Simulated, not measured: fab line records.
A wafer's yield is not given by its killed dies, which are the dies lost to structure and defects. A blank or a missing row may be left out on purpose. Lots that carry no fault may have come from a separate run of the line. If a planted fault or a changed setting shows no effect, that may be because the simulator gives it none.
Comparing a struck lot with a sound one    flow nandHarc    15 steps out of a route of 1159
Sound: wafers L423.2, L423.3, L423.4. Struck: wafers L428.1, L428.5 (left out: L428.2, a lot-mate that was not struck); the cause follows at the end.
For every step that has rows: the tool of each side, followed by ch and its chambers, followed by its first start. Under that, the readings that differ: sound wafers    struck wafers    difference of the means    sigmas: that difference in standard deviations of wafers without a fault.
alike: words and numbers the same on both sides, and readings whose means are apart by under 2 such deviations; not compared: readings that were withheld, readings missing a value for some wafer, numbers with overlapping values and no deviation given by the record, and bounds like >300 which may hide the same value.
The two part at a step that has a row with sigmas, a row that says differs or no value, or rows on one side only. When numbers do not overlap yet have no deviation, they are printed without sigmas and do not part them. A reading that every wafer of one side lacks parts them only if that side has two wafers or more.

NHARC_P_M1_INSPECT_11:
  sound: defectInspect-02 at day 6 20:28; struck: defectInspect-02 at day 8 07:02
  alike: rawDefectCount
then, 2 steps without rows for these wafers: NHARC_P_M1_DESCUM_14 (chemistry O2, time 3 s); NHARC_P_M1_ETCH_35 (etches the open film in N2/H2, target depth 40 nm, overetch 12 nm, time 43.94 s).
NHARC_P_M1_ETCH_15: etches the open film in C4F8/Ar, target depth 182.5 nm, time 91.2 s.
  sound on rieDiel-12 ch 0,1,2; struck on rieDiel-10 ch 2,3
  alike: oesProductAu, rfFwdPowerW, rfVppV
  not compared: rfHoursCounterH
NHARC_P_M1_CD_MEAS_16:
  sound: cdSem-01 at day 6 20:53; struck: cdSem-01 at day 8 07:25
  alike: cdNm
then, 3 steps without rows for these wafers: NHARC_P_M1_STRIP_18 (strips in N2/H2); NHARC_P_M1_ETCH_28 (etches the open film in CF4/N2, target depth 30 nm, time 72.99 s); NHARC_P_M1_STRIP_19 (strips in post etch residue remover, time 600 s).
NHARC_P_M1_DEGAS_29: time 60 s.
  sound: pvdSputter-01 at day 6 21:40; struck: pvdSputter-03 at day 8 08:08
  alike: heaterPowerW
NHARC_P_M1_PRE_CLEAN_30: time 30 s.
  sound on pvdSputter-01; struck on pvdSputter-03
  alike: heaterPowerW
NHARC_P_M1_PVD_20: deposits TaN, target thk 5 nm, time 8.06 s.
  sound on pvdSputter-01; struck on pvdSputter-03
  alike: substrateTempC, throttleValvePct
NHARC_P_M1_PVD_21: deposits Cu, target thk 30 nm, time 20.49 s.
  sound on pvdSputter-01; struck on pvdSputter-03
  alike: substrateTempC, throttleValvePct
NHARC_P_M1_ECD_22: material Cu, target thk 400 nm.
  sound on ecdCu-01 ch 0,1, day 6 22:04; struck on ecdCu-02 ch 0,1, day 8 08:29
then, 1 step without rows for these wafers: NHARC_P_M1_ANNEAL_31 (time 90 s).
NHARC_P_M1_CMP_23: polishes, t overpolish 20 s, target thk 157.82 nm.
  sound on cmp-04 ch 0,1,3, day 6 22:46; struck on cmp-01 ch 0,1, day 8 09:13
reading              sound           struck     difference  sigmas
timeToEndpointS (s)  28.2 30.0 29.7  15.2 11.9  -15.8       -9
  alike: edgeZonePressureFrac, motorCurrentA

## WHERE THEY PART
Only at NHARC_P_M1_CMP_23, as far as this record shows.

WHY: what had been put in by the simulator
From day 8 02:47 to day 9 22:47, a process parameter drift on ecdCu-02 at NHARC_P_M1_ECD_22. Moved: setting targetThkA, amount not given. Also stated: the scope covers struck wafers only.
